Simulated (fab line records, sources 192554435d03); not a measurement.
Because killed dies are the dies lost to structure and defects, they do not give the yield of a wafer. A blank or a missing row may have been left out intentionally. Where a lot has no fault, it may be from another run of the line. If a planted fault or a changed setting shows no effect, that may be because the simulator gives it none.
A struck lot beside a sound one + flow n5Finfet + 16 steps out of a route of 1938
Sound: these wafers, L775.2, L775.3, L775.5. The struck wafers were L787.2, L787.3, L787.6. The cause is named last.
For every step that has rows: the tool of each side, followed by ch and its chambers, followed by its first start. Under that, the readings that differ: sound wafers + struck wafers + difference of the means + sigmas: that difference in standard deviations of wafers without a fault.
alike: same words and numbers on both sides, and readings whose means sit less than 2 such deviations apart. not compared: any withheld reading, any reading some wafer has no value for, any bound like >300 that may hide the same value, and any number with overlapping values for which the record gives no deviation.
The two part at a step that has a row with sigmas, a row that says differs or no value, or rows on one side only. When numbers do not overlap yet have no deviation, they are printed without sigmas and do not part them. Lack of a reading on every wafer of one side parts them only where that side has two or more wafers.

first, 2 steps without rows for these wafers: N5_HKMG_FIN_WET_ETCH_77 (etches La2O3 in dHCl, stops on HfO2, target depth 2 nm); N5_HKMG_FIN_WET_ETCH_78 (etches Al2O3 in dNH4OH, stops on La2O3, target depth 4.5 nm, rinse time 30 s).
N5_HKMG_FIN_ALD_79: deposits TiN, target thk 1.5 nm, pulse time 1 s, purge time 3 s.
  sound on aldMetal-01 ch 0,1,3, day 4 16:28; struck on aldMetal-02 ch 1,2, day 7 18:11
  alike: chamberPressureTorr, heaterPowerOuterW, heaterPowerW, precursorPulseHeightRel
N5_HKMG_FIN_CVD_62: deposits a-Si from Si2H6, target thk 3 nm, time 20.8 s.
  sound on thermalCvdSi-02 ch 0,2, day 4 16:49; struck on thermalCvdSi-02 ch 0,2, day 7 18:32
  alike: chamberPressureTorr, heaterPowerOuterW, heaterPowerW
then, 5 steps without rows for these wafers: N5_HKMG_FIN_RTA_80 (time 2 s); N5_HKMG_FIN_PRECLEAN_64 (cleans in dHF, time 30 s); N5_HKMG_FIN_WET_ETCH_65 (etches a-Si in TMAH, stops on TiN, time 49 s, target depth 3 nm); N5_HKMG_FIN_WET_ETCH_81 (etches TiN in SC1, stops on HfO2, time 57 s, target depth 6 nm); N5_HKMG_FIN_WET_ETCH_82 (etches La2O3 in dHCl, stops on HfO2, target depth 2 nm, rinse time 30 s).
N5_HKMG_FIN_ALD_36: deposits TiN, target thk 1 nm, pulse time 1 s, purge time 3 s.
  sound on aldMetal-02 ch 0,1,2, day 4 17:13; struck on aldMetal-01 ch 0,1,3, day 7 19:05
  alike: chamberPressureTorr, heaterPowerOuterW, heaterPowerW, precursorPulseHeightRel
N5_HKMG_FIN_THK_MEAS_70: measures by xrf.
  sound on filmMetro-02 at day 4 17:30; struck on filmMetro-01 at day 7 19:22
  alike: HK_THK
N5_HKMG_FIN_PWFM_ALD_03: deposits TiN, target thk 2 nm, pulse time 1 s, purge time 3 s.
  sound on aldMetal-01 ch 1,3, day 4 17:32; struck on aldMetal-03 ch 1,3, day 7 19:23
  alike: chamberPressureTorr, heaterPowerOuterW, heaterPowerW, precursorPulseHeightRel
N5_HKMG_FIN_COAT_29: time 60 s, resist thk 300 nm.
  sound on lithoTrack-04 ch 0, day 4 18:01; struck on lithoTrack-04 ch 0, day 7 19:52
| reading                                  | sound                | struck               | difference | sigmas |
|------------------------------------------|----------------------|----------------------|------------|--------|
| spinSpeedRpm (rpm)                       | 1499.3 1499.3 1501.5 | 1454.6 1453.7 1456.7 | -45.0      | -46    |
| model.SOC_of_HKMG_FIN_COAT_29.thkNm (nm) | 300.8 300.4 300.4    | 307.4 307.2 306.4    | +6.5       |        |
  alike: chillPlateTempC
then, 1 step without rows for these wafers: N5_HKMG_FIN_COAT_30 (time 60 s, resist thk 35 nm).
-- the record jumps here: 5 days lie between the struck wafers' starts before and after (it left off in module HKMG_FIN and takes up again in module BEOL_M4, whose first step shown is number 1111 of the route) --
N5_BEOL_M4_RC_MEAS_101:
  sound on prober-01 ch 0, day 8 22:01; struck on prober-01 ch 0, day 12 12:50
  alike: DIBL_N, DIBL_P, IOFF_N, IOFF_P, ION_N, ION_P, SS_N, SS_P, VT_N, VT_P
-- here the record skips 4 days between the struck wafers' starts before and after, leaving off in module BEOL_M4 and picking up in module PASSIVATION (first step shown: number 1936 of the route) --
N5_PASSIVATION_PROBE_49:
  sound on prober-01 at day 13 06:47; struck on prober-01 at day 16 18:11
| reading                 | sound          | struck | difference | sigmas |
|-------------------------|----------------|--------|------------|--------|
| defectLimitedYield (%)  | 90.3 90.3 89.9 | 93.1   | +2.9       | +2     |
| killedDies              | 115 114 119    | 81     | -35        | -2     |
| killedOpen              | 72 75 70       | 47     | -25        | -2     |
| sort_bin_5_function (%) | 5.9 5.7 6.4    | 3.7    | -2.3       | -2     |
  alike: killed_at_M0_to_M3, killed_at_M4_up, killedAtContacts, killedAtFrontEnd, killedAtOther, killedShort, sort_bin_4_leakage, sort_bin_6_memory, sort_bin_8_speed, sortNPass, sortYieldPct

WHERE THEY PART
Earliest at N5_HKMG_FIN_COAT_29; latest, in this record, at N5_PASSIVATION_PROBE_49.

WHY: the cause the simulator had injected
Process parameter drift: lithoTrack-04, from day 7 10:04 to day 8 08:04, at N5_HKMG_FIN_COAT_29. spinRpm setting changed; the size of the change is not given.
